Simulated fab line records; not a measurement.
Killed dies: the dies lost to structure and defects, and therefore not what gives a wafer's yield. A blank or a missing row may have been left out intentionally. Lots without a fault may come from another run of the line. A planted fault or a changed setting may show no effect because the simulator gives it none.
Struck lot and sound lot, side by side    flow nand_harc    40 out of 1302 route steps
Sound: these wafers, L396.3, L396.4, L396.5. Struck: wafer L406.5 (left out: L406.1, L406.6 of the same lot, which were not struck); the cause appears at the end.
Order at every step that has rows: each side's tool, ch and its chambers, its first start. Under that, the readings that differ: sound wafers    struck wafers    difference of the means    sigmas: that difference in standard deviations of wafers without a fault.
alike: same words and numbers on both sides, and readings whose means sit less than 2 such deviations apart. not compared: any withheld reading, any reading some wafer has no value for, any bound like >300 that may hide the same value, and any number with overlapping values for which the record gives no deviation.
A row with sigmas, a row that says differs or no value, or rows on one side alone: a step with any of these is where the two part. Non-overlapping numbers with no deviation appear without sigmas and do not part them. A reading missing from all wafers of one side parts the sides only when that side holds two or more wafers.

NHARC_P_M1_CD_MEAS_09: target cd 130 nm.
  sound on cd_sem-03 ch 0, day 8 03:43; struck on cd_sem-02 ch 0, day 12 12:32
  alike: cd_nm
NHARC_P_M1_OVL_MEAS_10: pitch 260 nm.
  struck on overlay-02, day 12 12:37; sound on overlay-01, day 8 03:47
  alike: overlay_x_nm, overlay_y_nm
NHARC_P_M1_INSPECT_11:
  struck on defect_inspect-01, day 12 12:40; sound on defect_inspect-02, day 8 03:50
reading           sound  struck  difference  sigmas
raw_defect_count  1 3 3  8       +6          +3
NHARC_P_M1_DESCUM_14: chemistry O2, time 3 s.
  sound on rie_diel-07 ch 0,2,3, day 8 03:55; struck on rie_diel-03 ch 0, day 12 12:44
reading                 sound                 struck  difference  sigmas
throttle_valve_pct (%)  11.320 11.300 11.325  11.295  -0.020      -2
  alike: drypump_motor_current_A, oes_product_au, rf_vpp_V, showerhead_plenum_p_Torr
  not compared: rf_hours_counter_h
then, 1 step without rows for these wafers: NHARC_P_M1_ETCH_35 (etches the open film in N2/H2, target depth 40 nm, overetch 12 nm, time 43.94 s).
NHARC_P_M1_ETCH_15: etches the open film in C4F8/Ar, target depth 182.5 nm, time 91.2 s.
  sound: rie_diel-07 ch 0,1; struck: rie_diel-03 ch 0
  alike: oes_product_au, rf_vpp_V
  not compared: rf_hours_counter_h
NHARC_P_M1_CD_MEAS_16:
  struck on cd_sem-01, day 12 13:02; sound on cd_sem-03, day 8 04:12
  alike: cd_nm
then, 5 steps without rows for these wafers: NHARC_P_M1_STRIP_18 (strips in N2/H2); NHARC_P_M1_ETCH_28 (etches the open film in CF4/N2, target depth 30 nm, time 72.99 s); NHARC_P_M1_STRIP_19 (strips in post etch residue remover, time 600 s); NHARC_P_M1_DEGAS_29 (time 60 s); NHARC_P_M1_PRE_CLEAN_30 (time 30 s).
NHARC_P_M1_PVD_20: deposits TaN, target thk 5 nm, time 8.06 s.
  struck on pvd_sputter-01, day 12 13:53; sound on pvd_sputter-01, day 8 05:03
  alike: throttle_valve_pct
then, 4 steps without rows for these wafers: NHARC_P_M1_PVD_21 (deposits Cu, target thk 30 nm, time 20.49 s); NHARC_P_M1_ECD_22 (material Cu, target thk 400 nm); NHARC_P_M1_ANNEAL_31 (time 90 s); NHARC_P_M1_CMP_23 (polishes, t overpolish 20 s, target thk 157.82 nm).
NHARC_P_M1_THK_MEAS_24: measures by xrf.
  struck on film_metro-01, day 12 15:07; sound on film_metro-02, day 8 06:20
  alike: thk_nm
after that, 1 step had no rows for these wafers: NHARC_P_M1_SRD_25.
NHARC_P_M1_PRE_CLEAN_32: time 12 s.
  sound on pecvd-03 ch 0,1, day 8 06:35; struck on pecvd-02 ch 0, day 12 15:20
  alike: heater_power_w
then, 11 steps without rows for these wafers: NHARC_P_M1_DEP_33 (deposits SiCN, target thk 30 nm); NHARC_P_M2_DEP_00 (deposits SiOC, target thk 182.5 nm); NHARC_P_M2_DEHYDRATE_01 (time 120 s); NHARC_P_M2_HMDS_02 (time 30 s); NHARC_P_M2_COAT_34 (time 65 s); NHARC_P_M2_COAT_03 (resist thk 90 nm); NHARC_P_M2_SOFTBAKE_04 (time 55 s); NHARC_P_M2_EBR_05; NHARC_P_M2_EXPOSE_06 (exposes mask P M2, target cd 170 nm); NHARC_P_M2_PEB_07 (peb time 65 s); NHARC_P_M2_DEVELOP_08 (develop time 35 s).
NHARC_P_M2_CD_MEAS_09: target cd 170 nm.
  sound on cd_sem-03 ch 0, day 8 07:52; struck on cd_sem-01 ch 0, day 12 16:38
  alike: cd_nm
NHARC_P_M2_OVL_MEAS_10: pitch 340 nm.
  struck on overlay-01, day 12 16:44; sound on overlay-02, day 8 07:57
  alike: overlay_x_nm, overlay_y_nm
NHARC_P_M2_DESCUM_14: chemistry O2, time 3 s.
  sound on rie_diel-04 ch 0,2, day 8 08:03; struck on rie_diel-04 ch 2, day 12 16:51
reading                 sound                 struck  difference  sigmas
throttle_valve_pct (%)  11.316 11.316 11.311  11.294  -0.020      -2
  alike: drypump_motor_current_A, oes_product_au, rf_vpp_V, showerhead_plenum_p_Torr
  not compared: rf_hours_counter_h
NHARC_P_M2_ETCH_35: etches the open film in N2/H2, target depth 40 nm, overetch 12 nm, time 43.94 s.
  sound on rie_diel-04 ch 0,1,3, day 8 08:08; struck on rie_diel-04 ch 2, day 12 16:56
  alike: drypump_motor_current_A, oes_product_au, rf_vpp_V, showerhead_plenum_p_Torr, throttle_valve_pct
  not compared: rf_hours_counter_h
then, 1 step without rows for these wafers: NHARC_P_M2_ETCH_15 (etches the open film in C4F8/Ar, target depth 182.5 nm, time 91.2 s).
NHARC_P_M2_CD_MEAS_16:
  struck on cd_sem-01, day 12 17:08; sound on cd_sem-03, day 8 08:22
  alike: cd_nm
then, 2 steps without rows for these wafers: NHARC_P_M2_STRIP_18 (strips in N2/H2); NHARC_P_M2_ETCH_28 (etches the open film in CF4/N2, target depth 30 nm, time 72.99 s).
-- break in the record here, with 18 days between the starts of the struck wafers on either side (left off in module P_M2, picked up again in module END, where the first step shown is number 1302 on the route) --
NHARC_END_SORT_01:
  sound on prober-01 ch 0, day 25 21:30; struck on prober-01 ch 0, day 30 07:45
reading                   sound           struck  difference  sigmas
defect_limited_yield (%)  97.2 94.7 96.2  79.8    -16.2       -6
killed_at_array           14 26 21        63      +43         +2
killed_at_periphery       1 5 1           72      +70         +32
killed_dies               19 36 26        137     +110        +6
sort_bin_2_pct (%)        0.6 1.8 0.9     8.7     +7.6        +7
sort_bin_3_pct (%)        0.1 0.3 0.1     3.8     +3.6        +10
sort_bin_4_pct (%)        2.1 3.2 2.8     7.7     +5.0        +3
sort_n_pass               658 641 651     540     -110        -6
sort_yield_pct (%)        97.2 94.7 96.2  79.8    -16.2       -6
  alike: killed_at_other, killed_open, killed_short, sort_rim_yield_pct

WHERE THEY PART
First at NHARC_P_M1_INSPECT_11; last, within this record, at NHARC_END_SORT_01.

WHY: what had been put in by the simulator
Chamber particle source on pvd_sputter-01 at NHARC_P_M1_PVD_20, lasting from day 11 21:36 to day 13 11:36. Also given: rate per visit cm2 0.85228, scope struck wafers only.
